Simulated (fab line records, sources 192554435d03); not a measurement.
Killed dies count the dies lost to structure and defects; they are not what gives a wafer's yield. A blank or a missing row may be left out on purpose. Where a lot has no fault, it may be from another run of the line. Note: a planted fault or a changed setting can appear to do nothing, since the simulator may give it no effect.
Matching of chambers ; flow n5-finfet ; N5_BEOL_M7_CURE_75 on uv-cure-02: 3 sister chambers
The step cures SiCOH lowk, time 120 s. 3 wafers are shown with their chamber, then 11 later ones without.

== WAFERS, EACH WITH ITS CHAMBER ==
wafer;chamber;wafer_temp_C_max
L086.5;0;371.3
L085.6;2;371.3
L087.1;1;371.5

== WAFERS MISSING THEIR CHAMBER ==
wafer;wafer_temp_C_max
L087.5;371.2
L087.6;370.5
L090.1;370.8
L090.4;371.2
L090.5;371.0
L089.1;371.2
L089.2;370.8
L089.5;371.2
L092.1;371.8
L092.3;372.2
L092.5;372.8

== THE CHAMBER EACH PASSED THROUGH ==
wafer;from the rows above;in truth
L087.5;can't be placed: 0 or 2 or 1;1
L087.6;can't be placed: 0 or 2 or 1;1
L090.1;can't be placed: 0 or 2 or 1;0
L090.4;can't be placed: 0 or 2 or 1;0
L090.5;can't be placed: 0 or 2 or 1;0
L089.1;can't be placed: 0 or 2 or 1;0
L089.2;can't be placed: 0 or 2 or 1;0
L089.5;can't be placed: 0 or 2 or 1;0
L092.1;can't be placed: 1 or 0 or 2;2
L092.3;can't be placed: 1 or 0 or 2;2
L092.5;can't be placed: 1 or 0 or 2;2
0 of 11 placed correctly. These rows do not allow placing 11 (true chamber among the candidates in 11). 0 placed wrongly.
How it was worked out, from the rows above alone: a wafer's distance from a chamber is the root of the sum, over the readings, of the square of ((its reading less the chamber's mean) divided by the reading's scatter). The wafer belongs to the nearest chamber; if the next one is less than 2 further off, it can't be placed. A chamber's mean is the mean of its shown wafers. The scatter (one wafer shown for each chamber): square how far every hidden wafer sits from the nearest shown wafer, average those squares and take the square root.
